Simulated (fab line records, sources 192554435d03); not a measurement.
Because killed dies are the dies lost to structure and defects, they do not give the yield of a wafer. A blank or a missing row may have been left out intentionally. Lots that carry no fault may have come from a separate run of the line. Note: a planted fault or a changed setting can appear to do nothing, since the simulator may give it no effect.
A lot that was struck, set against a sound lot / flow n5-finfet / 15 steps out of a route of 1938
Sound: the wafers L718.2, L718.3, L718.6. Struck: wafer L724.4. (L724.5 of the same lot was not struck and is left out.) The cause comes at the end.
For every step that has rows: the tool of each side, followed by ch and its chambers, followed by its first start. Under that, the readings that differ: sound wafers / struck wafers / difference of the means / sigmas: that difference in standard deviations of wafers without a fault.
alike: readings with means less than 2 such deviations apart, plus words and numbers identical on both sides. not compared: withheld readings, readings lacking a value on some wafer, bounds such as >300 that could conceal the same value, and numbers that have no deviation in the record and whose values overlap.
The two part at a step that has a row with sigmas, a row that says differs or no value, or rows on one side only. Numbers that don't overlap but have no deviation are shown without sigmas and don't part them. A reading missing from all wafers of one side parts the sides only when that side holds two or more wafers.

N5_BEOL_M5_STRIP_91: strips in N2/H2, time 10 s.
  sound on rie-diel-01 ch 1,3; struck on rie-diel-01 ch 3
  alike: drypump-motor-current-A, oes-product-au, rf-vpp-V, showerhead-plenum-p-Torr, throttle-valve-pct
  not compared: rf-hours-counter-h
N5_BEOL_M5_OCD_MEAS_38:
  struck on ocd-01, day 11 14:12; sound on ocd-01, day 9 17:22
  alike: trench-depth-nm
then, 4 steps without rows for these wafers: N5_BEOL_M5_HM_STRIP_39 (strips TiN in peroxide tin strip, target depth 25 nm, time 158 s); N5_BEOL_M5_SRD_40 (time 30 s); N5_BEOL_M5_PRECLEAN_42 (cleans in residue remover, time 60 s); N5_BEOL_M5_SRD_43 (time 30 s).
N5_BEOL_M5_CD_MEAS_35: target cd 28 nm, target cd y 24 nm.
  struck on cd-sem-02, day 11 14:21; sound on cd-sem-02, day 9 17:31
  alike: cd-nm
then, 2 steps without rows for these wafers: N5_BEOL_M5_CURE_80 (cures SiCOH lowk, time 120 s); N5_BEOL_M5_DEGAS_44 (time 60 s).
N5_BEOL_M5_PRE_CLEAN_45: time 30 s.
  struck on pvd-sputter-02, day 11 14:58; sound on pvd-sputter-01, day 9 18:08
  alike: heater-power-w
N5_BEOL_M5_ALD_86: deposits TaN, pulse time 2 s, purge time 3 s, co reactant purge time 2 s.
  sound on ald-metal-01 ch 2,3, day 9 18:12; struck on ald-metal-02 ch 1, day 11 15:01
  alike: heater-power-w, precursor-vessel-carrier-sccm
N5_BEOL_M5_SURFACE_TREAT_87:
  struck on pvd-sputter-03, day 11 15:14; sound on pvd-sputter-03, day 9 18:28
  not compared: throttle-valve-pct
N5_BEOL_M5_CVD_47: deposits Co from CCTBA/H2, target thk 3 nm, time 216 s.
  sound on cvd-co-02 ch 0,1, day 9 18:32; struck on cvd-co-02 ch 1, day 11 15:22
reading=run-length-s (s); sound=238.5 238.4 239.2; struck=303.5; difference=+64.8; sigmas=+99 or more
N5_BEOL_M5_SPUTTER_48: material Cu, target thk 15 nm, time 27.62 s.
  struck on pvd-sputter-03, day 11 15:36; sound on pvd-sputter-01, day 9 18:46
  alike: chamber-pressure-pa, throttle-valve-pct
-- the record jumps here: 4 days lie between the struck wafers' starts before and after (it left off in module BEOL_M5 and takes up again in module PASSIVATION, whose first step shown is number 1936 of the route) --
N5_PASSIVATION_PROBE_49:
  the record has rows for the struck wafers here (prober-02, day 15 20:46) and none for the sound ones

== WHERE THEY PART ==
First at N5_BEOL_M5_CVD_47; last, within this record, at N5_PASSIVATION_PROBE_49.

WHY: what the simulator had put in
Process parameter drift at N5_BEOL_M5_CVD_47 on cvd-co-02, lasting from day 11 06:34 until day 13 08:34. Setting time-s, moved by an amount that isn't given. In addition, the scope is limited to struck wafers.
